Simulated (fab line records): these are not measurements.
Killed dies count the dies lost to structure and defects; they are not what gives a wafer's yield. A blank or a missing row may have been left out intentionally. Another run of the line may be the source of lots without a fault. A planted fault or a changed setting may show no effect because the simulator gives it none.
Split-lot study / flow n5Finfet / route with 1938 steps; 7 lots, 21 wafers read

== THE SPLIT ITSELF ==
At N5_BEOL_M15_ILD_DEP_00 (deposits SiO2 from TEOS/O2, target thk 1629.3 nm, time 346.1 s), the setting timeS was moved away from the recipe's 346.1 s on 5 of the 21 wafers read, by -5.9% to +4.9%. This setting was run at the recipe's value on the other wafers.

Split to reading: the file shows no intervening step.

== THE READING ==
At N5_BEOL_M15_THK_MEAS_01: M15_ILD_THK, given in nm. Fault-free wafers of this fab line usually give 1617 nm, standard deviation 21 nm.

wafer=L075.2; tool, chamber at the split=pecvd-03, 2; timeS as run, s=346.1; against the recipe=recipe; M15_ILD_THK, nm=1614; against lot-mates on the recipe=-
wafer=L075.4; tool, chamber at the split=pecvd-03, 2; timeS as run, s=325.8; against the recipe=-5.9%; M15_ILD_THK, nm=1546; against lot-mates on the recipe=-68
wafer=L075.6; tool, chamber at the split=pecvd-03, 0; timeS as run, s=325.8; against the recipe=-5.9%; M15_ILD_THK, nm=1521; against lot-mates on the recipe=-93
wafer=L074.3; tool, chamber at the split=pecvd-01, 0; timeS as run, s=346.1; against the recipe=recipe; M15_ILD_THK, nm=1597; against lot-mates on the recipe=-
wafer=L074.5; tool, chamber at the split=pecvd-01, 2; timeS as run, s=346.1; against the recipe=recipe; M15_ILD_THK, nm=1626; against lot-mates on the recipe=-
wafer=L074.6; tool, chamber at the split=pecvd-01, 1; timeS as run, s=346.1; against the recipe=recipe; M15_ILD_THK, nm=1636; against lot-mates on the recipe=-
wafer=L077.2; tool, chamber at the split=pecvd-03, 1; timeS as run, s=346.1; against the recipe=recipe; M15_ILD_THK, nm=1613; against lot-mates on the recipe=-
wafer=L077.3; tool, chamber at the split=pecvd-03, 2; timeS as run, s=346.1; against the recipe=recipe; M15_ILD_THK, nm=1633; against lot-mates on the recipe=-
wafer=L077.4; tool, chamber at the split=pecvd-03, 0; timeS as run, s=346.1; against the recipe=recipe; M15_ILD_THK, nm=1629; against lot-mates on the recipe=-
wafer=L079.1; tool, chamber at the split=pecvd-03, 1; timeS as run, s=346.1; against the recipe=recipe; M15_ILD_THK, nm=1651; against lot-mates on the recipe=-
wafer=L079.2; tool, chamber at the split=pecvd-03, 0; timeS as run, s=330.7; against the recipe=-4.4%; M15_ILD_THK, nm=1521; against lot-mates on the recipe=-133
wafer=L079.6; tool, chamber at the split=pecvd-03, 1; timeS as run, s=346.1; against the recipe=recipe; M15_ILD_THK, nm=1657; against lot-mates on the recipe=-
wafer=L085.2; tool, chamber at the split=pecvd-02, 1; timeS as run, s=346.1; against the recipe=recipe; M15_ILD_THK, nm=1601; against lot-mates on the recipe=-
wafer=L085.5; tool, chamber at the split=pecvd-02, 2; timeS as run, s=346.1; against the recipe=recipe; M15_ILD_THK, nm=1610; against lot-mates on the recipe=-
wafer=L085.6; tool, chamber at the split=pecvd-02, 1; timeS as run, s=346.1; against the recipe=recipe; M15_ILD_THK, nm=1637; against lot-mates on the recipe=-
wafer=L089.1; tool, chamber at the split=pecvd-02, 0; timeS as run, s=363; against the recipe=+4.9%; M15_ILD_THK, nm=1687; against lot-mates on the recipe=+91
wafer=L089.3; tool, chamber at the split=pecvd-02, 2; timeS as run, s=346.1; against the recipe=recipe; M15_ILD_THK, nm=1596; against lot-mates on the recipe=-
wafer=L089.6; tool, chamber at the split=pecvd-02, 2; timeS as run, s=363; against the recipe=+4.9%; M15_ILD_THK, nm=1692; against lot-mates on the recipe=+96
wafer=L097.1; tool, chamber at the split=pecvd-03, 1; timeS as run, s=346.1; against the recipe=recipe; M15_ILD_THK, nm=1611; against lot-mates on the recipe=-
wafer=L097.2; tool, chamber at the split=pecvd-03, 2; timeS as run, s=346.1; against the recipe=recipe; M15_ILD_THK, nm=1618; against lot-mates on the recipe=-
wafer=L097.4; tool, chamber at the split=pecvd-03, 1; timeS as run, s=346.1; against the recipe=recipe; M15_ILD_THK, nm=1645; against lot-mates on the recipe=-

THE FIT
A straight line over all 21 wafers: M15_ILD_THK changes by +15.7 nm for each +1% of timeS; r = +0.91; the points scatter about the line by 19 nm.
The same after taking each lot's own level away (the mean of its wafers on the recipe; 21 wafers): +18 nm for each +1%; r = +0.93; scatter 19 nm.
Per that fit: largest timeS move, reading shift of 1.1e+02 nm.
From 1596.0 to 1654.0 nm: that is the span of the lots' own levels, equal to 2.8 times the standard deviation above.
In other words, the slope is changed by the lot-to-lot level; the two fits disagree.
Check: -119 nm against its lot-mates is what the line predicts for one of the wafers moved furthest among these (-5.9%) when that wafer is left out of the fit. It came out at -68 nm against them.

== FURTHER SPLITS ON THESE WAFERS ==
Other splits were also applied to these wafers ahead of the reading. Each is held against what the fit with the lots' levels taken away leaves over:
other split on the same wafers=N5_BEOL_M12_DEP_53 timeS; wafers away from the commonest value=7; r with M15_ILD_THK (lot level and that fit taken away)=-0.09
other split on the same wafers=N5_BEOL_M13_COAT_58 spinRpm; wafers away from the commonest value=8; r with M15_ILD_THK (lot level and that fit taken away)=+0.25
other split on the same wafers=N5_BEOL_M14_DEP_53 timeS; wafers away from the commonest value=7; r with M15_ILD_THK (lot level and that fit taken away)=+0.39

== THE WHOLE CHAIN: every reading that the file lists as answering this split, in the file's order ==
step=N5_BEOL_M15_ILD_DEP_00; what it does=deposits SiO2 from TEOS/O2, target thk 1629.3 nm, time 346.1 s; reading=SiO2_of_BEOL_M15_ILD_DEP_00.thkNm (the simulator's own value, which no gauge read); change (the file's fit)=+19.4 nm for each +1% of the setting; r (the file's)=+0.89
step=N5_BEOL_M15_THK_MEAS_01; what it does=; reading=M15_ILD_THK; change (the file's fit)=+19.5 for each +1% of the setting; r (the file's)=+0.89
step=N5_BEOL_M15_VIA_ETCH_16; what it does=etches SiO2 in C4F8/O2/Ar, target depth 1792.2 nm; reading=etch.depthNm (the simulator's own value, which no gauge read); change (the file's fit)=+19.4 nm for each +1% of the setting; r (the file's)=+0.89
step=N5_BEOL_M15_VIA_ETCH_16; what it does=etches SiO2 in C4F8/O2/Ar, target depth 1792.2 nm; reading=coat_of_BEOL_M15_COAT_04.thkNm (the simulator's own value, which no gauge read); change (the file's fit)=-4.43 nm for each +1% of the setting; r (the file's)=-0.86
step=N5_BEOL_M15_ETCH_38; what it does=etches SiCN in CF4/N2, target depth 106.4 nm, time 120.5 s; reading=SiO2_of_BEOL_M15_ILD_DEP_00.thkNm (the simulator's own value, which no gauge read); change (the file's fit)=+19.6 nm for each +1% of the setting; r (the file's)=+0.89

== THE FILE'S OWN FIT ==
M15_ILD_THK changes by +19.5 nm for each +1% of timeS, r = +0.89.
